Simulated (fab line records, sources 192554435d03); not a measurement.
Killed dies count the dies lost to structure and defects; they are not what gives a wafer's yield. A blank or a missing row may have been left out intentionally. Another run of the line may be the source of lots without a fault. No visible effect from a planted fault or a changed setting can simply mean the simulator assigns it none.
A sampling plan put to the test | flow n5-finfet | 53 faults told of in these records, all on one fab line, each judged by the records of the lots it struck
The plan is the line's own looks: the steps of the route at which a gauge or an inspection reads the wafer and doesn't change it. Where struck wafers have a number at a look and the file lists that look's usual mean and standard deviation on fault-free wafers, the look can be judged. Caught: a look later than the fault's first step finds the struck wafers' mean 4 or more of those standard deviations (sigma) from the usual mean. On the tool: the same test on the tool's own readings at the fault's steps. A different recipe on the struck wafers counts as caught too, as does a record blank only for those wafers.

## THE FAULTS, as the simulator had put them in
1. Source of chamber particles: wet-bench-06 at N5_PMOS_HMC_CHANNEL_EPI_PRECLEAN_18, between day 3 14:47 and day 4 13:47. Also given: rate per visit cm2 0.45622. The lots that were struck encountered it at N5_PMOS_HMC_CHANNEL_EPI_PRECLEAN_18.
2. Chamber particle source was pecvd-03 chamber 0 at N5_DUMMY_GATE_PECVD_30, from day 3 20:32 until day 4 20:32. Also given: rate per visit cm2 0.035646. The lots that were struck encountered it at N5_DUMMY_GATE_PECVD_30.
3. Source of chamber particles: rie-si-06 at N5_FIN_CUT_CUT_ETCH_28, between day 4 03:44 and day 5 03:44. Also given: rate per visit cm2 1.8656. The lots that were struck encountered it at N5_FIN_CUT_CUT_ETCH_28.
4. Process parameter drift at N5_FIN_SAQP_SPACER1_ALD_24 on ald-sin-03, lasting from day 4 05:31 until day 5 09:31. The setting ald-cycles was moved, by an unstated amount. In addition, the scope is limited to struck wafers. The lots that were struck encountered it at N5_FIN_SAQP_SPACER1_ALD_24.
5. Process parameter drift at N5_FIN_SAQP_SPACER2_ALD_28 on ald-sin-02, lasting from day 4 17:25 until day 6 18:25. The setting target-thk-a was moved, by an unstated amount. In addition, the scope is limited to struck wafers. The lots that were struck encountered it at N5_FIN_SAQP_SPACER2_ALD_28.
6. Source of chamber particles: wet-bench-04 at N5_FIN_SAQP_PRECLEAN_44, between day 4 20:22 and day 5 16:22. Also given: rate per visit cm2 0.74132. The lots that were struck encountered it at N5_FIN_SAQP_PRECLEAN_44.
7. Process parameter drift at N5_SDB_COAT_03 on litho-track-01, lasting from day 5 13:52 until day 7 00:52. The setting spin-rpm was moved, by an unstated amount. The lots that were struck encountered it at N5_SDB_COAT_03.
8. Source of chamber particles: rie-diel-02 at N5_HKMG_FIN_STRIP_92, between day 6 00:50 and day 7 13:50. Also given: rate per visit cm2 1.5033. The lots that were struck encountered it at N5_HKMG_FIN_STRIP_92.
9. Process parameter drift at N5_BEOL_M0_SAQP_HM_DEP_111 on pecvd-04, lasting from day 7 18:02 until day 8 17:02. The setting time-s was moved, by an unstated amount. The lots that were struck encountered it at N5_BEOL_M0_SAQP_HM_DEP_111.
10. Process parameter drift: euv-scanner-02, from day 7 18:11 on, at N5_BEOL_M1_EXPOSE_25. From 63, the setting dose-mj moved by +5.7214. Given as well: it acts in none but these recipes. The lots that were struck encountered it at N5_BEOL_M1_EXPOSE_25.
11. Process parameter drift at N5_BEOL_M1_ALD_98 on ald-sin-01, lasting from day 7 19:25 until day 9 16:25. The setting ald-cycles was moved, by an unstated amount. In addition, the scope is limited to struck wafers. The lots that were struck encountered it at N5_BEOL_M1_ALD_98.
12. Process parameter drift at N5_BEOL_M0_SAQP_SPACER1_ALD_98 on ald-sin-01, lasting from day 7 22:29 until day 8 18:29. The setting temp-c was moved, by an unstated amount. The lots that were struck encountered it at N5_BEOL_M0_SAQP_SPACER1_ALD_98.
13. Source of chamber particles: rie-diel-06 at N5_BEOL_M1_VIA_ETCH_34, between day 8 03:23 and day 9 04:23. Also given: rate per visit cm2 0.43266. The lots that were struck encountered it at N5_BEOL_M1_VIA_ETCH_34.
14. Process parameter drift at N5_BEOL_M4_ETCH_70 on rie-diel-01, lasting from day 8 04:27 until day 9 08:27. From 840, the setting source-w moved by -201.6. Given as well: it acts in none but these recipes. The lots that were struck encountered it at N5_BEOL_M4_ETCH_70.
15. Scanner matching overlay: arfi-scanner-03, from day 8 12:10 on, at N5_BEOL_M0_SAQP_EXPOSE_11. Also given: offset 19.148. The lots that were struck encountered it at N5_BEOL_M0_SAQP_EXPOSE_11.
16. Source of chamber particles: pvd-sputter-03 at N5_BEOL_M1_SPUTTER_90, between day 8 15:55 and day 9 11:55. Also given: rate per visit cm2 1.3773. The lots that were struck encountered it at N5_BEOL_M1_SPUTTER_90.
17. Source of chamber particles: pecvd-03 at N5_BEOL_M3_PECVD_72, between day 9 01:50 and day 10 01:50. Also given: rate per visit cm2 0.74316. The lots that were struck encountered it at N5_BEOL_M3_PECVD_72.
18. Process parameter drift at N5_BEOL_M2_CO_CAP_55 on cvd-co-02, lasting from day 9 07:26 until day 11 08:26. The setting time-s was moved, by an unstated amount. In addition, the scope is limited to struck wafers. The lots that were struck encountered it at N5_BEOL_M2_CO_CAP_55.
19. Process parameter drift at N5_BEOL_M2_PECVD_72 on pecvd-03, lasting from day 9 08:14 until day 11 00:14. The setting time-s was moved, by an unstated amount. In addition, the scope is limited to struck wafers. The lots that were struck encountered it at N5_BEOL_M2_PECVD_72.
20. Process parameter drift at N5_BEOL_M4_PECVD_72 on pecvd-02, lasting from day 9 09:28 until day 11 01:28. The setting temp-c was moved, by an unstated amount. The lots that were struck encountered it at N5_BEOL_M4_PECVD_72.
21. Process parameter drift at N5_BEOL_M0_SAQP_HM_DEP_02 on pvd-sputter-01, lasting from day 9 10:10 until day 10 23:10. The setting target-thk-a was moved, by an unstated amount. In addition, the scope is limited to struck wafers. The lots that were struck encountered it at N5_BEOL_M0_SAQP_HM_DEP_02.
22. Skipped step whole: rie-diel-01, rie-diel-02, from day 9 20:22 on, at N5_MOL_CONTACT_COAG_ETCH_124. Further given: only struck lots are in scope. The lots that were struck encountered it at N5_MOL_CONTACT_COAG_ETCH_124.
23. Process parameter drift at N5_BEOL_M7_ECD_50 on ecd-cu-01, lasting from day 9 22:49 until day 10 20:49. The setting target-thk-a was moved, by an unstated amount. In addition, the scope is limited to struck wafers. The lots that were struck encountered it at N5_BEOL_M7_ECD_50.
24. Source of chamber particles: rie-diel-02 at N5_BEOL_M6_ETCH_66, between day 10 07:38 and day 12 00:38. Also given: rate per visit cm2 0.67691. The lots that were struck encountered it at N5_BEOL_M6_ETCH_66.
25. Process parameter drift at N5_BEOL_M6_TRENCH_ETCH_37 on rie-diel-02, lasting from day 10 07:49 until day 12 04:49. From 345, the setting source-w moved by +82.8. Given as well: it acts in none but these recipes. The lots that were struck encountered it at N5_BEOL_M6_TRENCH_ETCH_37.
26. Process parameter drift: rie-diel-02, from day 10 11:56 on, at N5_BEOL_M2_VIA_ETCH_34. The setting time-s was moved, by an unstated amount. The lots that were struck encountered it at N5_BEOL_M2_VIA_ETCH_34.
27. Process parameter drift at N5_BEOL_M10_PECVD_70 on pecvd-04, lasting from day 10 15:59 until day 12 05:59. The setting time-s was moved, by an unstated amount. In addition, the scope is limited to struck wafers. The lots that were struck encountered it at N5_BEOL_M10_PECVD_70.
28. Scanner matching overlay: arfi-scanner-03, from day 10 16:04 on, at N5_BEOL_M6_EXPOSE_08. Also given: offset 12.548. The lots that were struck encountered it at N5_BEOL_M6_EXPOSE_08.
29. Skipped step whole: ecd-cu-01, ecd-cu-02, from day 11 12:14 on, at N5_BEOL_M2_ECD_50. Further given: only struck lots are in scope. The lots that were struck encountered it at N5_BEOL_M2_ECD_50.
30. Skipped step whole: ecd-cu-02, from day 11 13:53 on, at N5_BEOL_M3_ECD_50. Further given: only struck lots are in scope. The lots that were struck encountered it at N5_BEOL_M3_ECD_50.
31. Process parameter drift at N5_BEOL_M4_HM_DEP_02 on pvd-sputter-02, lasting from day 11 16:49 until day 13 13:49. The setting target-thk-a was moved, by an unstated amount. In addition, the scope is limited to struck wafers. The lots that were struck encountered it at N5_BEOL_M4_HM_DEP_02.
32. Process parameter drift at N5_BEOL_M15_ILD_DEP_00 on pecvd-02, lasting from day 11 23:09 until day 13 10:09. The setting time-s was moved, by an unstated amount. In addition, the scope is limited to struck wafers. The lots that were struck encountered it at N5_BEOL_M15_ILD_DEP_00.
33. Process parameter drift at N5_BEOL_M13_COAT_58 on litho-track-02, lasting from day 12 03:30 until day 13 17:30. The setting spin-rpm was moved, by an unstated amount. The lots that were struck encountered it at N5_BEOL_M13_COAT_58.
34. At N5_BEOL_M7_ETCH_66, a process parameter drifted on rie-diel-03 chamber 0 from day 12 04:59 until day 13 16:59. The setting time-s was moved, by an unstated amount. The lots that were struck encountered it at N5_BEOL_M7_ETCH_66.
35. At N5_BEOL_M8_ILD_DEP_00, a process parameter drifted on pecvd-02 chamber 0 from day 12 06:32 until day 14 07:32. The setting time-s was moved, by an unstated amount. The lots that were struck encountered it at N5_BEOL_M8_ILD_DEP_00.
36. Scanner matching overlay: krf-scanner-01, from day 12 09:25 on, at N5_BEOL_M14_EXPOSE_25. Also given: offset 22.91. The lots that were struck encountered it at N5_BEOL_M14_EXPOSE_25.
37. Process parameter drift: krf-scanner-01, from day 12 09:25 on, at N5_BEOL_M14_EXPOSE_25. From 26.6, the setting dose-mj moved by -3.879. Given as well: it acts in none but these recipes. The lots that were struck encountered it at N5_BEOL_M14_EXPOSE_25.
38. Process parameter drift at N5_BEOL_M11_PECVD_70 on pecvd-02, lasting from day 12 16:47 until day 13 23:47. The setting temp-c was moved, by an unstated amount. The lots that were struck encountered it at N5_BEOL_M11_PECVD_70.
39. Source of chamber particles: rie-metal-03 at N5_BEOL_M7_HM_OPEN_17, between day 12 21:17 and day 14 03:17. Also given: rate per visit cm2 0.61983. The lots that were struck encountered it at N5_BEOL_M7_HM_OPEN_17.
40. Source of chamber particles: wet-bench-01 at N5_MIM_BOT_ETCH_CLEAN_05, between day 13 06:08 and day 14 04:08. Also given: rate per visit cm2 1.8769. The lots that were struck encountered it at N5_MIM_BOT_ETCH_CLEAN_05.
41. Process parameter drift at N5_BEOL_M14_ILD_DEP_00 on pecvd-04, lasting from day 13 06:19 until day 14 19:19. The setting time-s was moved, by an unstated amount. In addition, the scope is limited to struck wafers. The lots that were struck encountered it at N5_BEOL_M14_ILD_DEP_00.
42. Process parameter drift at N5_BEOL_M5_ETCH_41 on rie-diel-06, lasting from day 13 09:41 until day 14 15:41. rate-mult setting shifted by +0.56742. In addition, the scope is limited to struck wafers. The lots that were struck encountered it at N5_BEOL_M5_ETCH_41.
43. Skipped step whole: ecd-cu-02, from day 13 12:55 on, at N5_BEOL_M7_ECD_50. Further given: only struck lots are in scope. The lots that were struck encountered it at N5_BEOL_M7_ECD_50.
44. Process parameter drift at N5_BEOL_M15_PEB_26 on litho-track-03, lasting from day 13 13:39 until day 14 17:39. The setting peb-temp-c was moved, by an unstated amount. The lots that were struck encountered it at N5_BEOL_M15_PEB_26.
45. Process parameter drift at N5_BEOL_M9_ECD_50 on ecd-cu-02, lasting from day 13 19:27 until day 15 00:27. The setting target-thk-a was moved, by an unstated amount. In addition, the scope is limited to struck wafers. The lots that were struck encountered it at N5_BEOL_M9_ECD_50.
46. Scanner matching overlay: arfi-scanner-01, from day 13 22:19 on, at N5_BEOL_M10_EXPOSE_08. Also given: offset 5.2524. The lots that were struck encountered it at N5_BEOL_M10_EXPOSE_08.
47. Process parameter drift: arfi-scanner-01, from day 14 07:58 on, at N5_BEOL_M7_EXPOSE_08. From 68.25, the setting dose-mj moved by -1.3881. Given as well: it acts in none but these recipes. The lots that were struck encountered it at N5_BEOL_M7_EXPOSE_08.
48. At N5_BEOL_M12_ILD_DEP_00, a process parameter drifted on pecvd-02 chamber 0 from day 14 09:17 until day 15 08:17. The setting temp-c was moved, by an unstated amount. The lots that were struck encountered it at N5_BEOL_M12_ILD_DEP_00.
49. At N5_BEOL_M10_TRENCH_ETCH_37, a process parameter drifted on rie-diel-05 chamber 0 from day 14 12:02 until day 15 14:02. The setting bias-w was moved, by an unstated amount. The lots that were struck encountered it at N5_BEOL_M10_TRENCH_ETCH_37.
50. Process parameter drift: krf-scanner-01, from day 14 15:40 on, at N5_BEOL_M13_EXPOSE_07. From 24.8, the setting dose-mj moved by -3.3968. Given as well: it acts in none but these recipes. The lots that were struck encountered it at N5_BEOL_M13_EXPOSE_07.
51. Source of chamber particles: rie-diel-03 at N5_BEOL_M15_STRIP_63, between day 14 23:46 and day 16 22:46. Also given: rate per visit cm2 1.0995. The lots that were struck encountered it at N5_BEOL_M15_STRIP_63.
52. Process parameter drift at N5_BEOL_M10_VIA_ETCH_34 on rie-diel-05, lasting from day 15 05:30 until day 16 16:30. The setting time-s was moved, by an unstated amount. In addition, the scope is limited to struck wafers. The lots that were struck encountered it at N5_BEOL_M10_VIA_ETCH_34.
53. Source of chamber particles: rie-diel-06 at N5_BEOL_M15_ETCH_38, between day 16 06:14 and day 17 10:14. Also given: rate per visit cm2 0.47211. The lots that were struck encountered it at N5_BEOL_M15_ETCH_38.

## WHAT THE PLAN SAW
fault | on the tool itself                               | first look that catches it                      | reading, sigma                                             | median hours from its first step to that look | hours from the fault's start to the first struck lot there | judged looks passed uncaught
1     | no reading that can be judged                    | no look after it can be judged                  | -                                                          | -                                             | -                                                          | 0
2     | under 2 sigma                                    | N5_SD_EPI_N_INSPECT_11                          | raw-defect-count +13                                       | 3.1                                           | 6                                                          | 1
3     | under 2 sigma                                    | N5_FIN_CUT_INSPECT_17                           | raw-defect-count +20                                       | 0.3                                           | 7                                                          | 0
4     | under 2 sigma                                    | N5_FIN_SAQP_CD_MEAS_27                          | cd-nm +28                                                  | 1.1                                           | 7                                                          | 0
5     | under 2 sigma                                    | N5_FIN_SAQP_CD_MEAS_31                          | cd-nm -23                                                  | 0.5                                           | 10                                                         | 0
6     | no reading that can be judged                    | N5_FIN_SAQP_INSPECT_40                          | raw-defect-count +6.9                                      | 7.6                                           | 14                                                         | 1
7     | spin-speed-rpm -51 sigma                         | none of the 3 looks that can be judged after it | -                                                          | -                                             | -                                                          | 3
8     | under 2 sigma                                    | no look after it can be judged                  | -                                                          | -                                             | -                                                          | 0
9     | under 2 sigma                                    | not the one look that can be judged after it    | -                                                          | -                                             | -                                                          | 1
10    | exposure-dose-mJ-cm2 +83 sigma                   | N5_BEOL_M1_CD_MEAS_28                           | cd-nm +6.6                                                 | 0.1                                           | 9                                                          | 0
11    | under 2 sigma                                    | not the one look that can be judged after it    | -                                                          | -                                             | -                                                          | 1
12    | susceptor-temp-C +87 sigma                       | none of the 2 looks that can be judged after it | -                                                          | -                                             | -                                                          | 2
13    | under 2 sigma                                    | no look after it can be judged                  | -                                                          | -                                             | -                                                          | 0
14    | rf-fwd-power-W -72 sigma                         | not the one look that can be judged after it    | -                                                          | -                                             | -                                                          | 1
15    | no reading that can be judged                    | N5_BEOL_M0_SAQP_OVL_MEAS_15                     | M0_CORE_OVL +22                                            | 0.1                                           | 5                                                          | 0
16    | under 2 sigma                                    | none of the 2 looks that can be judged after it | -                                                          | -                                             | -                                                          | 2
17    | under 2 sigma                                    | N5_BEOL_M3_INSPECT_13                           | raw-defect-count +6.3                                      | 1.1                                           | 5                                                          | 0
18    | run-length-s +73 sigma                           | not the one look that can be judged after it    | -                                                          | -                                             | -                                                          | 1
19    | under 2 sigma                                    | not the one look that can be judged after it    | -                                                          | -                                             | -                                                          | 1
20    | susceptor-temp-C -84 sigma                       | not the one look that can be judged after it    | -                                                          | -                                             | -                                                          | 1
21    | under 2 sigma                                    | no look after it can be judged                  | -                                                          | -                                             | -                                                          | 0
22    | the tool's record is blank for the struck wafers | no look after it can be judged                  | -                                                          | -                                             | -                                                          | 0
23    | no reading that can be judged                    | no look after it can be judged                  | -                                                          | -                                             | -                                                          | 0
24    | under 2 sigma                                    | not the one look that can be judged after it    | -                                                          | -                                             | -                                                          | 1
25    | rf-fwd-power-W +48 sigma                         | none of the 4 looks that can be judged after it | strongest: trench-depth-nm at N5_BEOL_M6_OCD_MEAS_38, +3.4 | -                                             | -                                                          | 4
26    | run-length-s -9.1 sigma                          | no look after it can be judged                  | -                                                          | -                                             | -                                                          | 0
27    | under 2 sigma                                    | none of the 3 looks that can be judged after it | -                                                          | -                                             | -                                                          | 3
28    | no reading that can be judged                    | N5_BEOL_M6_OVL_MEAS_12                          | M6_OVL +18                                                 | 0.1                                           | 3                                                          | 1
29    | no reading that can be judged                    | no look after it can be judged                  | -                                                          | -                                             | -                                                          | 0
30    | no reading that can be judged                    | no look after it can be judged                  | -                                                          | -                                             | -                                                          | 0
31    | under 2 sigma                                    | not the one look that can be judged after it    | -                                                          | -                                             | -                                                          | 1
32    | run-length-s -79 sigma                           | N5_BEOL_M15_THK_MEAS_01                         | M15_ILD_THK -11                                            | 0.2                                           | 2                                                          | 0
33    | spin-speed-rpm +67 sigma                         | no look after it can be judged                  | -                                                          | -                                             | -                                                          | 0
34    | run-length-s -99 or beyond sigma                 | no look after it can be judged                  | -                                                          | -                                             | -                                                          | 0
35    | under 2 sigma                                    | N5_BEOL_M8_THK_MEAS_01                          | M8_ILD_THK +36                                             | 0.6                                           | 9                                                          | 0
36    | under 2 sigma                                    | N5_BEOL_M14_OVL_MEAS_29                         | M14_OVL +4.3                                               | 0.2                                           | 6                                                          | 0
37    | exposure-dose-mJ-cm2 -99 or beyond sigma         | N5_BEOL_M14_CD_MEAS_28                          | cd-nm -9.2                                                 | 0.2                                           | 6                                                          | 0
38    | susceptor-temp-C +19 sigma                       | no look after it can be judged                  | -                                                          | -                                             | -                                                          | 0
39    | under 2 sigma                                    | N5_BEOL_M7_INSPECT_30                           | raw-defect-count +4.5                                      | 1.7                                           | 6                                                          | 0
40    | no reading that can be judged                    | no look after it can be judged                  | -                                                          | -                                             | -                                                          | 0
41    | run-length-s -99 or beyond sigma                 | N5_BEOL_M14_THK_MEAS_01                         | M14_ILD_THK -28                                            | 0.1                                           | 25                                                         | 0
42    | oes-product-au +4.3 sigma                        | no look after it can be judged                  | -                                                          | -                                             | -                                                          | 0
43    | no reading that can be judged                    | no look after it can be judged                  | -                                                          | -                                             | -                                                          | 0
44    | plate-temp-C -20 sigma                           | N5_BEOL_M15_CD_MEAS_28                          | cd-nm -5.9                                                 | 0.1                                           | 9                                                          | 0
45    | no reading that can be judged                    | no look after it can be judged                  | -                                                          | -                                             | -                                                          | 0
46    | no reading that can be judged                    | N5_BEOL_M10_OVL_MEAS_12                         | M10_OVL +6.8                                               | 0.2                                           | 1                                                          | 0
47    | no reading that can be judged                    | none of the 3 looks that can be judged after it | -                                                          | -                                             | -                                                          | 3
48    | susceptor-temp-C +99 or beyond sigma             | N5_BEOL_M12_THK_MEAS_01                         | M12_ILD_THK -4.0                                           | 0.1                                           | 3                                                          | 0
49    | bias-w -47 sigma                                 | none of the 3 looks that can be judged after it | -                                                          | -                                             | -                                                          | 3
50    | exposure-dose-mJ-cm2 -99 or beyond sigma         | N5_BEOL_M13_CD_MEAS_10                          | cd-nm -7.0                                                 | 0.2                                           | 3                                                          | 0
51    | under 2 sigma                                    | no look after it can be judged                  | -                                                          | -                                             | -                                                          | 0
52    | run-length-s -11 sigma                           | no look after it can be judged                  | -                                                          | -                                             | -                                                          | 0
53    | under 2 sigma                                    | not the one look that can be judged after it    | -                                                          | -                                             | -                                                          | 1
A dash: the fault isn't caught, or these records don't give the number.

Caught at a look: 19 of 53. Caught on the tool: 21 of 53. By one or the other: 33 of 53.
Faults 7, 12, 14, 18, 20, 22, 25, 26, 33, 34, 38, 42, 49, 52 were caught on the tool alone.
Caught at a look alone: faults 2, 3, 4, 5, 6, 15, 17, 28, 35, 36, 39, 46.
Caught by neither: faults 1, 8, 9, 11, 13, 16, 19, 21, 23, 24, 27, 29, 30, 31, 40, 43, 45, 47, 51, 53.

## THINNER SAMPLING
In the worst case, this is how late the first struck lot would be measured if the look that catches a fault measured only every second or every third lot, by lot number:
fault | struck lots at that look, in order of time | every lot | every second lot | every third lot
2     | L506, L508                                 | 6 h       | may miss all 2   | may miss all 2
3     | L903, L904                                 | 7 h       | 13 h             | may miss all 2
4     | L811, L813                                 | 7 h       | may miss all 2   | may miss all 2
5     | L692, L693, L697                           | 10 h      | 16 h             | 44 h
6     | L235, L236                                 | 14 h      | 22 h             | may miss all 2
10    | L678, L679, L681                           | 9 h       | 16 h             | may miss all 3
15    | L510, L511                                 | 5 h       | 10 h             | may miss all 2
17    | L862, L865                                 | 5 h       | 19 h             | may miss all 2
28    | L963, L966                                 | 3 h       | 22 h             | may miss all 2
32    | L249, L256                                 | 2 h       | 28 h             | may miss all 2
35    | L479, L480                                 | 9 h       | 16 h             | may miss all 2
36    | L865, L869                                 | 6 h       | may miss all 2   | may miss all 2
37    | L649, L653                                 | 6 h       | may miss all 2   | may miss all 2
39    | L183, L186                                 | 6 h       | 26 h             | may miss all 2
41    | L760                                       | 25 h      | may miss it      | may miss it
44    | L328, L330                                 | 9 h       | may miss all 2   | may miss all 2
46    | L768, L770                                 | 1 h       | may miss all 2   | may miss all 2
48    | L398, L400                                 | 3 h       | may miss all 2   | may miss all 2
50    | L225, L229                                 | 3 h       | may miss all 2   | may miss all 2
The hour figures run from when the fault began to the first measured lot among those it struck. Since the struck wafers were tested as one group against 4 sigma, a single lot by itself may lie under the limit. Other struck lots may not be in these records.

## THE LONGEST TIMED WAY FROM STEP TO LOOK
Fault 6: a median of 7.6 hours passes between N5_FIN_SAQP_PRECLEAN_44 and N5_FIN_SAQP_INSPECT_40. The look between them that can be judged stayed within 4 sigma: N5_FIN_SAQP_INSPECT_18.
